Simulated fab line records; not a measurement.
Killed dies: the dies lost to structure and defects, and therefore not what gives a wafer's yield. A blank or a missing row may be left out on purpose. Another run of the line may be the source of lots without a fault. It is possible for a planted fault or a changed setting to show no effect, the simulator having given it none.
Split-lot experiment || flow n5_finfet || 21 wafers read across 7 lots, on a route 1938 steps long

THE SPLIT ITSELF
At N5_BEOL_M1_TRENCH_ETCH_37 (etches SiOC in C4F6/O2, target depth 55.207 nm, time 29 s), the setting bias_w was moved away from the recipe's 185 W on 8 of the 21 wafers read, by +4.6% to +16.2%. For the rest of the wafers, this setting stayed at what the recipe calls for.

The reading is taken at the split's own step.

THE READING
rf_vpp_V, in V, at N5_BEOL_M1_TRENCH_ETCH_37 (etches SiOC in C4F6/O2, target depth 55.207 nm, time 29 s). A value of 659 V with a standard deviation of 13 V is what fault-free wafers of this fab line usually give.

{"wafer": "L076.2", "tool, chamber at the split": "rie_diel-01, 0", "bias_w as run, W": 215, "against the recipe": "+16.2%", "rf_vpp_V, V": 742, "against lot-mates on the recipe": "+83"}
{"wafer": "L076.5", "tool, chamber at the split": "rie_diel-01, 2", "bias_w as run, W": 215, "against the recipe": "+16.2%", "rf_vpp_V, V": 740, "against lot-mates on the recipe": "+81"}
{"wafer": "L076.6", "tool, chamber at the split": "rie_diel-01, 0", "bias_w as run, W": 185, "against the recipe": "recipe", "rf_vpp_V, V": 659, "against lot-mates on the recipe": "-"}
{"wafer": "L077.1", "tool, chamber at the split": "rie_diel-01, 1", "bias_w as run, W": 202.3, "against the recipe": "+9.4%", "rf_vpp_V, V": 730, "against lot-mates on the recipe": "+50"}
{"wafer": "L077.5", "tool, chamber at the split": "rie_diel-01, 2", "bias_w as run, W": 202.3, "against the recipe": "+9.4%", "rf_vpp_V, V": 704, "against lot-mates on the recipe": "+24"}
{"wafer": "L077.6", "tool, chamber at the split": "rie_diel-01, 1", "bias_w as run, W": 185, "against the recipe": "recipe", "rf_vpp_V, V": 680, "against lot-mates on the recipe": "-"}
{"wafer": "L078.3", "tool, chamber at the split": "rie_diel-01, 0", "bias_w as run, W": 185, "against the recipe": "recipe", "rf_vpp_V, V": 658, "against lot-mates on the recipe": "-"}
{"wafer": "L078.4", "tool, chamber at the split": "rie_diel-01, 2", "bias_w as run, W": 200.3, "against the recipe": "+8.3%", "rf_vpp_V, V": 697, "against lot-mates on the recipe": "+40"}
{"wafer": "L078.5", "tool, chamber at the split": "rie_diel-01, 2", "bias_w as run, W": 185, "against the recipe": "recipe", "rf_vpp_V, V": 656, "against lot-mates on the recipe": "-"}
{"wafer": "L086.3", "tool, chamber at the split": "rie_diel-01, 3", "bias_w as run, W": 185, "against the recipe": "recipe", "rf_vpp_V, V": 641, "against lot-mates on the recipe": "-"}
{"wafer": "L086.4", "tool, chamber at the split": "rie_diel-01, 0", "bias_w as run, W": 185, "against the recipe": "recipe", "rf_vpp_V, V": 658, "against lot-mates on the recipe": "-"}
{"wafer": "L086.6", "tool, chamber at the split": "rie_diel-01, 0", "bias_w as run, W": 185, "against the recipe": "recipe", "rf_vpp_V, V": 660, "against lot-mates on the recipe": "-"}
{"wafer": "L087.3", "tool, chamber at the split": "rie_diel-05, 3", "bias_w as run, W": 185, "against the recipe": "recipe", "rf_vpp_V, V": 667, "against lot-mates on the recipe": "-"}
{"wafer": "L087.5", "tool, chamber at the split": "rie_diel-05, 0", "bias_w as run, W": 185, "against the recipe": "recipe", "rf_vpp_V, V": 652, "against lot-mates on the recipe": "-"}
{"wafer": "L087.6", "tool, chamber at the split": "rie_diel-05, 3", "bias_w as run, W": 185, "against the recipe": "recipe", "rf_vpp_V, V": 666, "against lot-mates on the recipe": "-"}
{"wafer": "L089.2", "tool, chamber at the split": "rie_diel-01, 0", "bias_w as run, W": 200.6, "against the recipe": "+8.4%", "rf_vpp_V, V": 702, "against lot-mates on the recipe": "+52"}
{"wafer": "L089.4", "tool, chamber at the split": "rie_diel-01, 3", "bias_w as run, W": 185, "against the recipe": "recipe", "rf_vpp_V, V": 641, "against lot-mates on the recipe": "-"}
{"wafer": "L089.6", "tool, chamber at the split": "rie_diel-01, 0", "bias_w as run, W": 185, "against the recipe": "recipe", "rf_vpp_V, V": 659, "against lot-mates on the recipe": "-"}
{"wafer": "L096.2", "tool, chamber at the split": "rie_diel-01, 0", "bias_w as run, W": 193.6, "against the recipe": "+4.6%", "rf_vpp_V, V": 682, "against lot-mates on the recipe": "+28"}
{"wafer": "L096.5", "tool, chamber at the split": "rie_diel-01, 1", "bias_w as run, W": 193.6, "against the recipe": "+4.6%", "rf_vpp_V, V": 704, "against lot-mates on the recipe": "+50"}
{"wafer": "L096.6", "tool, chamber at the split": "rie_diel-01, 2", "bias_w as run, W": 185, "against the recipe": "recipe", "rf_vpp_V, V": 654, "against lot-mates on the recipe": "-"}

FIT RESULTS
A straight line over all 21 wafers: rf_vpp_V changes by +5.36 V for each +1% of bias_w; r = +0.94; the points scatter about the line by 11 V.
The same after taking each lot's own level away (the mean of its wafers on the recipe; 21 wafers): +4.97 V for each +1%; r = +0.94; scatter 9.9 V.
That fit puts the effect of the largest move of bias_w on the reading at 81 V.
The lots' own levels span 650.0 to 680.0 V, that is 2.3 times the standard deviation above.
Consequently the slope shifts little with the lot-to-lot level, the two slopes agreeing.
Check: +81.3 V against its lot-mates is what the line predicts for one of the wafers moved furthest among these (+16.2%) when that wafer is left out of the fit. Against them it came out at +83 V.
Tool readings at the split's step, against how far the setting was moved: rf_vpp_V r = +0.94.

OTHER SPLITS ON THESE WAFERS
Other splits were also applied to these wafers ahead of the reading. Each is held against what the fit with the lots' levels taken away leaves over:
{"other split on the same wafers": "N5_WELL_APT_COAT_02 spin_rpm", "wafers away from the commonest value": 4, "r with rf_vpp_V (lot level and that fit taken away)": -0.39}
{"other split on the same wafers": "N5_DUMMY_GATE_COAT_28 spin_rpm", "wafers away from the commonest value": 9, "r with rf_vpp_V (lot level and that fit taken away)": -0.17}
{"other split on the same wafers": "N5_DUMMY_GATE_COAT_09 spin_rpm", "wafers away from the commonest value": 9, "r with rf_vpp_V (lot level and that fit taken away)": "+0.19"}
{"other split on the same wafers": "N5_SDB_ALD_29 ald_cycles", "wafers away from the commonest value": 8, "r with rf_vpp_V (lot level and that fit taken away)": -0.41}
{"other split on the same wafers": "N5_HKMG_FIN_ETCH_32 bias_w", "wafers away from the commonest value": 3, "r with rf_vpp_V (lot level and that fit taken away)": "+0.00"}
{"other split on the same wafers": "N5_BEOL_M0_SAQP_HM_DEP_02 target_thk_a", "wafers away from the commonest value": 6, "r with rf_vpp_V (lot level and that fit taken away)": -0.16}
{"other split on the same wafers": "N5_BEOL_M0_SAQP_COAT_08 spin_rpm", "wafers away from the commonest value": 11, "r with rf_vpp_V (lot level and that fit taken away)": "+0.37"}
{"other split on the same wafers": "N5_BEOL_M0_ETCH_109 bias_w", "wafers away from the commonest value": 7, "r with rf_vpp_V (lot level and that fit taken away)": -0.36}

THE FILE'S OWN FIT
rf_vpp_V changes by +5.12 V for each +1% of bias_w, r = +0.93.
